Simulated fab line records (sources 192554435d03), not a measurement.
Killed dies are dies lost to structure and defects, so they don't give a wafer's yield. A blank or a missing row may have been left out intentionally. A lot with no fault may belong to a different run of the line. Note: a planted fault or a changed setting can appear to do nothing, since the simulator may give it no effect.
Chamber matching :: flow n5Finfet :: N5_BEOL_M1_DESCUM_33 on rieDiel-03 has 4 sister chambers
The step chemistry O2, time 7 s. 22 wafers are shown with their chamber, then 11 later ones without.

## WAFERS PAIRED WITH THEIR CHAMBERS
wafer: L075.2
chamber: 1
drypumpMotorCurrentA (A): 5.7
showerheadPlenumPTorr (Torr): 2.16
throttleValvePct (%): 20.42

wafer: L075.3
chamber: 3
drypumpMotorCurrentA (A): 6.3
showerheadPlenumPTorr (Torr): 2.15
throttleValvePct (%): 20.39

wafer: L075.5
chamber: 0
drypumpMotorCurrentA (A): 6.2
showerheadPlenumPTorr (Torr): 2.17
throttleValvePct (%): 20.85

wafer: L078.1
chamber: 1
drypumpMotorCurrentA (A): 5.7
showerheadPlenumPTorr (Torr): 2.15
throttleValvePct (%): 20.42

wafer: L078.4
chamber: 3
drypumpMotorCurrentA (A): 6.4
showerheadPlenumPTorr (Torr): 2.15
throttleValvePct (%): 20.42

wafer: L078.6
chamber: 0
drypumpMotorCurrentA (A): 6.2
showerheadPlenumPTorr (Torr): 2.17
throttleValvePct (%): 20.86

wafer: L084.1
chamber: 1
drypumpMotorCurrentA (A): 5.8
showerheadPlenumPTorr (Torr): 2.15
throttleValvePct (%): 20.45

wafer: L084.3
chamber: 2
drypumpMotorCurrentA (A): 5.7
showerheadPlenumPTorr (Torr): 2.05
throttleValvePct (%): 20.34

wafer: L084.6
chamber: 1
drypumpMotorCurrentA (A): 5.7
showerheadPlenumPTorr (Torr): 2.15
throttleValvePct (%): 20.44

wafer: L087.1
chamber: 2
drypumpMotorCurrentA (A): 5.7
showerheadPlenumPTorr (Torr): 2.05
throttleValvePct (%): 20.34

wafer: L087.4
chamber: 0
drypumpMotorCurrentA (A): 6.2
showerheadPlenumPTorr (Torr): 2.16
throttleValvePct (%): 20.93

wafer: L087.5
chamber: 2
drypumpMotorCurrentA (A): 5.7
showerheadPlenumPTorr (Torr): 2.05
throttleValvePct (%): 20.37

wafer: L089.1
chamber: 2
drypumpMotorCurrentA (A): 5.7
showerheadPlenumPTorr (Torr): 2.04
throttleValvePct (%): 20.36

wafer: L089.3
chamber: 0
drypumpMotorCurrentA (A): 6.2
showerheadPlenumPTorr (Torr): 2.16
throttleValvePct (%): 20.92

wafer: L089.5
chamber: 0
drypumpMotorCurrentA (A): 6.2
showerheadPlenumPTorr (Torr): 2.16
throttleValvePct (%): 20.92

wafer: L090.2
chamber: 0
drypumpMotorCurrentA (A): 6.2
showerheadPlenumPTorr (Torr): 2.16
throttleValvePct (%): 20.93

wafer: L090.4
chamber: 1
drypumpMotorCurrentA (A): 5.8
showerheadPlenumPTorr (Torr): 2.14
throttleValvePct (%): 20.47

wafer: L090.6
chamber: 3
drypumpMotorCurrentA (A): 6.3
showerheadPlenumPTorr (Torr): 2.15
throttleValvePct (%): 20.01

wafer: L092.1
chamber: 1
drypumpMotorCurrentA (A): 5.7
showerheadPlenumPTorr (Torr): 2.14
throttleValvePct (%): 20.47

wafer: L092.2
chamber: 2
drypumpMotorCurrentA (A): 5.7
showerheadPlenumPTorr (Torr): 2.04
throttleValvePct (%): 20.35

wafer: L092.3
chamber: 3
drypumpMotorCurrentA (A): 6.3
showerheadPlenumPTorr (Torr): 2.14
throttleValvePct (%): 20.00

wafer: L092.4
chamber: 3
drypumpMotorCurrentA (A): 6.3
showerheadPlenumPTorr (Torr): 2.14
throttleValvePct (%): 20.03

SIGNATURES (means of the wafers above)
reading: drypumpMotorCurrentA
chamber 0: 6.200
chamber 1: 5.733
chamber 2: 5.700
chamber 3: 6.320
scatter within a chamber: 0.0344

reading: showerheadPlenumPTorr
chamber 0: 2.1633
chamber 1: 2.1483
chamber 2: 2.0460
chamber 3: 2.1460
scatter within a chamber: 0.00604

reading: throttleValvePct
chamber 0: 20.9017
chamber 1: 20.4450
chamber 2: 20.3520
chamber 3: 20.1700
scatter within a chamber: 0.104
Rule: a wafer's distance from a chamber is the root of the sum, over the readings, of the square of ((its reading less the chamber's mean) divided by the reading's scatter). The wafer belongs to the nearest chamber; if the next one is less than 2 further off, it can't be placed. The scatter: take each reading less its chamber's mean, square it, sum over the shown wafers, divide by the number of wafers less the number of chambers, and take the root.

## WAFERS WITH NO CHAMBER GIVEN
wafer: L092.5
drypumpMotorCurrentA (A): 5.7
showerheadPlenumPTorr (Torr): 2.04
throttleValvePct (%): 20.37

wafer: L092.6
drypumpMotorCurrentA (A): 5.7
showerheadPlenumPTorr (Torr): 2.14
throttleValvePct (%): 20.47

wafer: L093.1
drypumpMotorCurrentA (A): 6.3
showerheadPlenumPTorr (Torr): 2.14
throttleValvePct (%): 20.02

wafer: L093.2
drypumpMotorCurrentA (A): 5.7
showerheadPlenumPTorr (Torr): 2.04
throttleValvePct (%): 20.35

wafer: L093.3
drypumpMotorCurrentA (A): 5.7
showerheadPlenumPTorr (Torr): 2.14
throttleValvePct (%): 20.47

wafer: L093.4
drypumpMotorCurrentA (A): 5.7
showerheadPlenumPTorr (Torr): 2.14
throttleValvePct (%): 20.47

wafer: L093.5
drypumpMotorCurrentA (A): 5.7
showerheadPlenumPTorr (Torr): 2.04
throttleValvePct (%): 20.35

wafer: L093.6
drypumpMotorCurrentA (A): 6.3
showerheadPlenumPTorr (Torr): 2.14
throttleValvePct (%): 20.03

wafer: L094.2
drypumpMotorCurrentA (A): 5.7
showerheadPlenumPTorr (Torr): 2.04
throttleValvePct (%): 20.37

wafer: L094.4
drypumpMotorCurrentA (A): 5.7
showerheadPlenumPTorr (Torr): 2.14
throttleValvePct (%): 20.48

wafer: L094.6
drypumpMotorCurrentA (A): 5.7
showerheadPlenumPTorr (Torr): 2.04
throttleValvePct (%): 20.36

## THE CHAMBER EACH PASSED THROUGH
wafer: L092.5
from the rows above: 2
in truth: 2

wafer: L092.6
from the rows above: 1
in truth: 1

wafer: L093.1
from the rows above: 3
in truth: 3

wafer: L093.2
from the rows above: 2
in truth: 2

wafer: L093.3
from the rows above: 1
in truth: 1

wafer: L093.4
from the rows above: 1
in truth: 1

wafer: L093.5
from the rows above: 2
in truth: 2

wafer: L093.6
from the rows above: 3
in truth: 3

wafer: L094.2
from the rows above: 2
in truth: 2

wafer: L094.4
from the rows above: 1
in truth: 1

wafer: L094.6
from the rows above: 2
in truth: 2
Placed correctly: 11 of 11. Number that these rows cannot place: 0. Placed wrongly: 0.
